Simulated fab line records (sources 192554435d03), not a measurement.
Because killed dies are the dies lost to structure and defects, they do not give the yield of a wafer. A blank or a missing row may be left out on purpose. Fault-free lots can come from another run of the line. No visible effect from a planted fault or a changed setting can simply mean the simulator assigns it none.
fab line records	flow n5_finfet
[record] lots = 11	wafers = 33	last_day = 17
route steps=1938 shown MOL_CONTACT_COAG@607 TV_LITHO@1886 PASSIVATION@1925
lots untouched by any fault: they come from a run of this same line in which no faults occurred
start_h: hours from the record's first day to the start of the lot's first wafer shown	wait_h: how many hours have passed since the lot's step before this one	" identical to the entry in the row above	L1.1+2: several wafers, shown together as one row	- value missing, or start not given	* or withheld: withheld	< > ~ a bound
route shown NAME@n: NAME is a module with steps in the file, n the number in the route of the first one	usual: mean/standard deviation of fault-free wafers	same: alike in all rows	chamber/n: place in a boat	sites: the reading at each site	_std_site: standard deviation across them	_edge_site: mean of outer sites minus mean of inner sites	radius_mm: for every site, how far away it sits from the centre of the wafer	mask NAME#n: copy n	behind: the most recent tool/chamber to have shaped the wafer	hold: what put the lot on hold/how long, in hours/how the hold closed	device: whichever transistor did not switch (one of n, p or np)	end of line: tests of these same wafers at the route's end	step lacking rows: just its recipe	killed: not the wafer's yield, but the dies lost to structure and defects at the first sort	map: a wafer's dies, x killed, . not, _ none there
set.NAME: the setting that was run; set.NAME@STEP: the one run at that earlier step	model.NAME: the simulator's own value behind a step, which no gauge read
the route's steps for a sample of lots (tables are steps, rows are wafers)
services: from which hour (start_h, from the record's first day; less than 0 if before it) a tool's chamber was out of use, for how many hours, and why
[[steps]]
[step N5_MOL_CONTACT_COAG_ETCH_66]
[recipe] chemistry = CF4	target = SiARC	target_depth_a = 130	mask_material = CAR-EUV	time_s = 21.7	ion_energy_ev = 80	pressure_mtorr = 40	source_w = 545	bias_w = 36	Ar_flow_sccm = 100	cf4_flow_sccm = 100	ends = cleared
[usual] drypump_motor_current_A = 5.7/0.41	etch_rf_on_time_s = 21.6/0.43	oes_product_au = 0.71/0.068	rf_fwd_power_W = 532.0/1.9	rf_vpp_V = 184.0/1.3	showerhead_plenum_p_Torr = 2.15/0.077	throttle_valve_pct = 15.53/0.19
lot.wafer	tool	chamber	start_h	wait_h	drypump_motor_current_A	etch_rf_on_time_s	oes_product_au	rf_fwd_power_W	rf_hours_counter_h	rf_vpp_V	showerhead_plenum_p_Torr	throttle_valve_pct
L142.3	rie_diel-04	3	109.38	0.0	5.0	20.9	0.77	532.1	32	184.0	2.18	15.51
L142.4	"	1	"	"	5.8	21.5	0.74	530.7	50	182.7	2.09	15.58
L142.6	"	1	"	"	5.8	21.6	0.74	535.5	-	184.3	2.08	15.59
L144.4	rie_diel-02	3	116.17	0.0	5.3	21.4	0.72	532.0	50	185.3	2.18	15.43
L144.5	"	2	"	"	5.6	21.2	0.81	530.0	-	185.4	2.27	15.58
L144.6	"	1	"	"	5.9	21.3	0.64	536.0	-	181.7	2.06	15.68
L148.1	rie_diel-02	1	139.67	0.0	5.9	21.4	0.63	530.0	176	182.1	2.05	15.70
L148.3	"	3	"	"	5.3	21.4	0.72	529.0	58	185.1	2.18	15.46
L148.6	"	1	"	"	5.9	21.4	0.63	531.0	-	184.3	2.05	15.69
L151.2	rie_diel-04	3	160.10	0.0	5.0	21.0	0.74	529.3	55	184.7	2.17	15.55
L151.4	"	0	"	"	5.0	22.1	0.61	534.1	219	181.7	2.03	15.71
L151.6	"	0	"	"	5.0	22.0	0.61	530.3	-	181.2	2.03	15.71
L154.2	rie_diel-05	3	179.26	0.0	5.7	21.3	0.76	535.0	29	183.3	2.10	15.72
L154.4	"	3	"	"	5.7	21.3	0.76	535.8	-	184.6	2.10	15.72
L154.5	"	1	"	"	5.9	21.7	0.71	533.4	-	183.4	2.17	15.20
L156.3	rie_diel-05	2	194.57	0.0	5.8	21.9	0.81	532.9	3	184.0	2.11	15.27
L156.4	"	0	"	"	5.7	22.4	0.66	531.4	132	186.3	2.23	15.67
L156.5	"	0	"	"	5.7	22.2	0.66	530.9	-	186.6	2.23	15.67
L157.3	rie_diel-05	3	197.00	0.0	5.7	21.7	0.74	535.0	36	183.1	2.09	15.74
L157.4	"	1	"	"	5.9	21.9	0.71	531.9	74	184.2	2.17	15.20
L157.5	"	0	"	"	5.7	22.3	0.66	531.4	-	184.7	2.23	15.67
L158.1	rie_diel-02	2	203.27	0.0	5.6	21.1	0.77	529.9	49	186.1	2.26	15.64
L158.2	"	1	"	"	5.9	21.1	0.62	531.2	198	182.2	2.05	15.73
L158.4	"	1	"	"	5.9	21.2	0.62	532.0	-	183.6	2.05	15.74
L159.2	rie_diel-02	1	211.31	0.0	5.9	21.5	0.61	533.5	200	182.4	2.05	15.74
L159.4	"	1	"	"	5.9	21.2	0.62	530.7	-	182.3	2.05	15.74
L159.5	"	3	"	"	5.3	21.3	0.69	530.5	-	183.7	2.17	15.48
L163.3	rie_diel-02	3	229.22	0.0	5.3	21.4	0.69	530.8	91	183.0	2.16	15.51
L163.4	"	3	"	"	5.3	21.4	0.69	531.6	-	184.6	2.16	15.51
L163.5	"	1	"	"	5.9	21.3	0.61	530.2	-	182.4	2.04	15.76
L164.4	rie_diel-02	3	240.84	0.0	5.3	21.6	0.68	530.1	96	182.4	2.16	15.55
L164.5	"	0	"	"	6.8	21.6	0.84	531.9	-	186.5	2.28	15.04
L164.6	"	3	"	"	5.3	21.3	0.69	530.0	-	184.7	2.16	15.53
[step N5_PASSIVATION_DESCUM_12]
[recipe] chemistry = O2	time_s = 7.9	source_power_w = 50	bias_power_w = 20	pressure_mtorr = 20	rf_frequency_hz = 2.712e+07	temp_c = 40	o2_flow_sccm = 225
[usual] drypump_motor_current_A = 5.7/0.49	o2_flow_sccm = 224.9/0.74	oes_product_au = 0.77/0.079	rf_fwd_power_W = 49.65/0.2	rf_vpp_V = 243.9/1.2	showerhead_plenum_p_Torr = 2.14/0.057	throttle_valve_pct = 20.38/0.22
lot.wafer	tool	chamber	start_h	wait_h	drypump_motor_current_A	o2_flow_sccm	oes_product_au	rf_fwd_power_W	rf_hours_counter_h	rf_vpp_V	showerhead_plenum_p_Torr	throttle_valve_pct
L142.3	rie_diel-03	2	271.29	0.0	6.0	223.8	0.71	50.06	226	244.6	2.16	20.53
L142.4	"	0	"	"	5.3	224.2	0.70	49.70	205	244.3	2.17	20.21
L142.6	"	1	"	"	6.0	224.7	0.73	49.46	-	244.3	2.16	20.59
L144.4	rie_diel-03	2	280.64	0.5	6.0	224.3	0.70	49.89	228	244.8	2.16	20.53
L144.5	"	3	"	"	5.7	225.5	0.87	49.67	-	242.3	2.14	20.32
L144.6	"	2	"	"	5.9	223.3	0.70	49.67	-	245.2	2.15	20.53
L148.1	rie_diel-03	3	292.16	0.5	5.7	224.4	0.86	49.46	38	243.3	2.14	20.35
L148.3	"	0	"	"	5.3	224.8	0.70	49.58	211	244.9	2.17	20.24
L148.6	"	2	"	"	6.0	224.2	0.69	49.61	-	244.7	2.15	20.55
L151.2	rie_diel-01	0	329.22	0.0	6.6	225.1	0.72	49.57	217	243.4	2.15	20.38
L151.4	"	2	"	"	5.4	223.6	0.93	49.60	17	242.7	2.14	20.31
L151.6	"	0	"	"	6.7	225.4	0.72	49.82	-	244.0	2.15	20.39
L154.2	rie_diel-01	3	340.48	0.5	5.7	224.2	0.79	49.68	113	241.6	2.02	20.28
L154.4	"	0	"	"	6.7	225.6	0.72	50.25	220	244.4	2.15	20.37
L154.5	"	2	"	"	5.4	226.4	0.90	49.88	-	243.7	2.14	20.32
L156.3	rie_diel-03	1	344.41	0.0	5.9	224.4	0.70	49.68	238	244.6	2.15	20.60
L156.4	"	2	"	"	6.0	226.0	0.69	49.82	248	243.8	2.15	20.56
L156.5	"	1	"	"	5.9	223.1	0.70	49.70	-	245.9	2.15	20.62
L158.1	rie_diel-03	3	354.65	0.0	5.7	224.0	0.85	49.36	57	244.5	2.13	20.38
L158.2	"	0	"	"	5.3	225.7	0.69	49.62	229	245.6	2.16	20.27
L158.4	"	0	"	"	5.3	225.0	0.69	50.02	-	243.7	2.16	20.25
L157.3	rie_diel-03	0	355.16	0.1	5.3	225.1	0.69	49.58	230	243.3	2.16	20.26
L157.4	"	1	"	"	5.9	226.2	0.70	49.86	-	244.3	2.15	20.62
L157.5	"	0	"	"	5.3	225.4	0.68	49.71	-	244.6	2.16	20.25
L159.2	rie_diel-03	0	364.85	0.7	5.3	224.5	0.68	49.49	233	243.7	2.16	20.26
L159.4	"	3	"	"	5.7	224.8	0.83	49.63	-	244.3	2.13	20.37
L159.5	"	1	"	"	5.9	224.9	0.70	49.48	-	245.1	2.15	20.63
L163.3	rie_diel-01	2	401.92	0.0	5.4	224.9	0.88	49.67	39	244.3	2.13	20.33
L163.4	"	1	"	"	5.0	225.2	0.79	49.67	103	245.0	2.20	20.35
L163.5	"	0	"	"	6.7	223.9	0.70	49.52	-	244.2	2.14	20.40
L164.4	rie_diel-01	2	404.75	0.0	5.4	224.7	0.88	49.71	39	244.1	2.14	20.33
L164.5	"	0	"	"	6.6	225.1	0.70	49.65	-	243.1	2.14	20.41
L164.6	"	3	"	"	5.7	224.9	0.78	49.71	-	242.9	2.01	20.29
[step N5_PASSIVATION_CD_MEAS_44]
[recipe] target_cd_nm = 40000	landing_energy_ev = 500	detector = se_inlens
[usual] cd_nm = 39999/3.1
lot.wafer	tool	chamber	start_h	wait_h	cd_nm
L142.3	cd_sem-03	0	276.34	-	40003
L142.4	"	0	"	"	40002
L142.6	"	0	"	"	40003
L144.4	cd_sem-02	0	284.59	-	39999
L144.5	"	0	"	"	39998
L144.6	"	0	"	"	39995
L148.1	cd_sem-01	0	296.80	-	40001
L148.3	"	0	"	"	39999
L148.6	"	0	"	"	39997
L151.2	cd_sem-01	0	332.65	-	39996
L151.4	"	0	"	"	40001
L151.6	"	0	"	"	39997
L154.2	cd_sem-03	0	343.45	-	39998
L154.4	"	0	"	"	39999
L154.5	"	0	"	"	39999
L156.3	cd_sem-01	0	348.15	-	40000
L156.4	"	0	"	"	40000
L156.5	"	0	"	"	40001
L158.1	cd_sem-01	0	357.87	-	40001
L158.2	"	0	"	"	40000
L158.4	"	0	"	"	39996
L157.3	cd_sem-02	0	358.53	-	40000
L157.4	"	0	"	"	39998
L157.5	"	0	"	"	40002
L159.2	cd_sem-03	0	368.59	-	40002
L159.4	"	0	"	"	39998
L159.5	"	0	"	"	39999
L163.3	cd_sem-03	0	406.88	-	39995
L163.4	"	0	"	"	39996
L163.5	"	0	"	"	40000
L164.4	cd_sem-03	0	409.75	-	40000
L164.5	"	0	"	"	39999
L164.6	"	0	"	"	39996
[step N5_PASSIVATION_PROBE_49]
[usual] defect_limited_yield = 91.3/1.3	killed_at_M0_to_M3 = 32/11	killed_at_M4_up = 15/5.6	killed_at_contacts = 12/6	killed_at_front_end = 40/11	killed_at_other = 3.5/2.6	killed_dies = 102/15	killed_on_rim = 13/3.4	killed_open = 67/12	killed_short = 34/7.3	sort_bin_5_function = 5.1/0.85	sort_bin_6_memory = 3.2/0.61	sort_n_pass = 1078/15	sort_yield_pct = 91.3/1.3
[same] gross_dies = 1180	killed_at_back_side = 0	sort_bin_4_leakage[%] = 0	sort_bin_8_speed[%] = 0
lot.wafer	tool	chamber	start_h	wait_h	defect_limited_yield[%]	killed_at_M0_to_M3	killed_at_M4_up	killed_at_contacts	killed_at_front_end	killed_at_other	killed_dies	killed_on_rim	killed_open	killed_short	sort_bin_5_function[%]	sort_bin_6_memory[%]	sort_n_pass	sort_yield_pct[%]
L148.1	prober-02	-	299.93	0.0	93.0	20	14	14	31	4	83	14	48	35	3.6	3.1	1097	93.0
L148.3	prober-02	-	300.03	0.1	91.8	21	17	9	45	5	97	12	54	43	4.4	3.2	1083	91.8
L148.6	prober-02	-	300.18	0.3	91.1	28	19	10	38	10	105	13	75	30	5.5	2.9	1075	91.1
L151.2	prober-02	-	335.83	0.1	91.8	24	21	12	34	6	97	8	63	29	4.2	3.4	1083	91.8
L151.4	prober-02	-	335.93	0.2	84.8	23	19	107	30	0	179	25	40	29	9.6	3.5	1001	84.8
L151.6	prober-02	-	336.03	0.3	84.2	29	15	116	26	1	187	29	47	29	10.2	3.7	993	84.2
L154.2	prober-01	-	346.63	0.1	90.2	35	16	10	50	5	116	17	76	39	5.7	3.8	1064	90.2
L154.4	prober-01	-	346.73	0.2	91.9	33	13	2	45	3	96	17	60	34	5.3	2.5	1084	91.9
L154.5	prober-01	-	346.78	0.2	93.1	24	10	6	35	7	82	8	47	34	4.2	2.5	1098	93.1
L158.1	prober-02	-	361.00	0.0	91.8	35	14	10	33	5	97	8	64	33	4.7	3.0	1083	91.8
L158.2	prober-02	-	361.05	0.1	91.4	35	25	9	27	6	102	16	65	35	4.6	3.4	1078	91.4
L158.4	prober-02	-	361.15	0.2	92.9	26	24	12	17	5	84	14	58	25	5.1	2.0	1096	92.9
// killed by level:class
L148.1 FIN_SAQP:geometric_particle:short=9 MOL_CONTACT_COAG:geometric_particle:open=9 BEOL_M0_SAQP:geometric_particle:open=6 BEOL_M1:geometric_particle:short=6 BEOL_M4:geometric_particle:open=6 FIN_SAQP:geometric_particle:open=5 MOL_CONTACT_COAG:geometric_particle:short=5 BEOL_M2:geometric_particle:open=4
L148.3 FIN_SAQP:geometric_particle:short=16 BEOL_M4:geometric_particle:open=10 FIN_SAQP:geometric_particle:open=7 BEOL_M3:geometric_particle:open=7 MOL_CONTACT_COAG:geometric_particle:open=5 BEOL_M0_SAQP:geometric_particle:short=5 GATE_CUT:geometric_particle:short=4 MOL_CONTACT_COAG:geometric_particle:short=4
L148.6 BEOL_M4:geometric_particle:open=15 FIN_SAQP:geometric_particle:open=11 BEOL_M0_SAQP:geometric_particle:open=11 FIN_SAQP:geometric_particle:short=10 MOL_CONTACT_COAG:geometric_particle:open=8 BEOL_M3:geometric_particle:open=6 PASS1_CAP:geometric_particle:open=5 STARTING-WAFER:geometric_particle:open=5
L151.2 MOL_CONTACT_COAG:geometric_particle:open=11 FIN_SAQP:geometric_particle:short=9 BEOL_M0_SAQP:geometric_particle:open=9 BEOL_M3:geometric_particle:open=8 BEOL_M4:geometric_particle:open=6 FIN_SAQP:geometric_particle:open=4 BEOL_M4:geometric_particle:short=4 PASS1_CAP:geometric_particle:open=4
L151.4 MOL_CONTACT_COAG:unspecified=101 FIN_SAQP:geometric_particle:short=12 BEOL_M4:geometric_particle:open=6 BEOL_M0_SAQP:geometric_particle:short=6 BEOL_M0_SAQP:geometric_particle:open=6 FIN_SAQP:geometric_particle:open=5 BEOL_M3:geometric_particle:open=5 BEOL_M6:coat_microbubble_printed=5
L151.6 MOL_CONTACT_COAG:unspecified=109 BEOL_M3:geometric_particle:open=8 BEOL_M0_SAQP:geometric_particle:short=8 BEOL_M4:geometric_particle:open=8 FIN_SAQP:geometric_particle:short=7 BEOL_M0_SAQP:geometric_particle:open=6 ILD0:geometric_particle:open=5 MOL_CONTACT_COAG:geometric_particle:short=4
L154.2 FIN_SAQP:geometric_particle:open=16 BEOL_M0_SAQP:geometric_particle:open=13 BEOL_M4:geometric_particle:open=10 FIN_SAQP:geometric_particle:short=9 BEOL_M0_SAQP:geometric_particle:short=8 MOL_CONTACT_COAG:geometric_particle:open=7 FIN_CUT:geometric_particle:open=4 BEOL_M2:geometric_particle:open=4
L154.4 BEOL_M0_SAQP:geometric_particle:open=13 FIN_SAQP:geometric_particle:open=12 FIN_SAQP:geometric_particle:short=7 STI_FIN_REVEAL:geometric_particle:open=7 BEOL_M0_SAQP:geometric_particle:short=7 BEOL_M4:geometric_particle:open=7 GATE_CUT:geometric_particle:short=5 BEOL_M2:geometric_particle:open=5
L154.5 FIN_SAQP:geometric_particle:short=8 FIN_SAQP:geometric_particle:open=7 ILD0:geometric_particle:short=5 BEOL_M0_SAQP:geometric_particle:short=5 MOL_CONTACT_COAG:geometric_particle:open=5 BEOL_M0_SAQP:geometric_particle:open=5 STI_FIN_REVEAL:geometric_particle:open=3 ILD0:geometric_particle:open=3
L158.1 BEOL_M0_SAQP:geometric_particle:open=11 FIN_SAQP:geometric_particle:short=8 MOL_CONTACT_COAG:geometric_particle:open=8 FIN_SAQP:geometric_particle:open=7 STI_FIN_REVEAL:geometric_particle:open=6 BEOL_M4:geometric_particle:open=6 BEOL_M0_SAQP:geometric_particle:short=5 BEOL_M1:geometric_particle:short=5
L158.2 BEOL_M4:geometric_particle:open=19 BEOL_M0_SAQP:geometric_particle:short=14 BEOL_M0_SAQP:geometric_particle:open=10 MOL_CONTACT_COAG:geometric_particle:open=8 GATE_CUT:geometric_particle:short=7 GATE_CUT:geometric_particle:open=7 PASS1_CAP:geometric_particle:open=3 FIN_SAQP:geometric_particle:open=3
L158.4 BEOL_M4:geometric_particle:open=13 MOL_CONTACT_COAG:geometric_particle:open=8 DUMMY_GATE:geometric_particle:open=5 BEOL_M0_SAQP:geometric_particle:open=5 BEOL_M0_SAQP:geometric_particle:short=5 BEOL_M1:geometric_particle:open=5 FIN_SAQP:geometric_particle:open=4 MOL_CONTACT_COAG:geometric_particle:short=4
[[services]]
tool	chamber	start_h	hours	kind
rie_diel-04	0	85.48	1.2	repair
rie_diel-05	-	85.59	0.9	repair
rie_diel-03	3	110.81	7.3	repair
rie_diel-04	2	121.14	23.0	repair
rie_diel-05	0	131.14	2.1	repair
rie_diel-03	0	139.33	1.5	repair
rie_diel-04	0	140.08	11.9	repair
rie_diel-01	2	145.18	8.5	repair
rie_diel-02	2	148.16	3.1	repair
rie_diel-01	3	163.44	4.6	repair
rie_diel-01	0	184.02	9.1	repair
rie_diel-01	2	185.47	12.7	repair
rie_diel-02	-	192.50	0.7	repair
rie_diel-03	3	194.87	4.1	repair
rie_diel-02	0	201.88	9.7	repair
rie_diel-03	3	202.36	63.7	repair
rie_diel-03	1	262.53	4.8	repair
rie_diel-01	3	277.69	5.4	repair
rie_diel-03	-	328.19	2.8	pm
rie_diel-02	1	334.44	8.8	repair
rie_diel-02	0	357.09	4.7	repair
rie_diel-05	-	378.36	0.1	repair
rie_diel-05	1	381.56	7.5	repair
rie_diel-02	-	390.87	14.6	pm
[[key]]
[first_sign] step = N5_PASSIVATION_PROBE_49	reading = killed_at_contacts	direction = up	sigmas = 17	usual = 12	struck = 112
[effect] step = N5_PASSIVATION_PROBE_49	reading = defect_limited_yield	direction = down	sigmas = 5.3	usual = 91.3	struck = 84.5
[more_kills_born_at] N5_MOL_CONTACT_COAG_ETCH_66@rie_diel-04 = 210
met_at N5_MOL_CONTACT_COAG_ETCH_66
struck_lots L151
struck_wafers L151.4,L151.6
not_acting_at N5_PASSIVATION_DESCUM_12,N5_PASSIVATION_CD_MEAS_44
[fault] kind = chamber_particle_source	tool = rie_diel-04	chamber = 0	onset_h = 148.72	steps = N5_MOL_CONTACT_COAG_ETCH_66	rate_per_visit_cm2 = 0.7157	end_h = 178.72
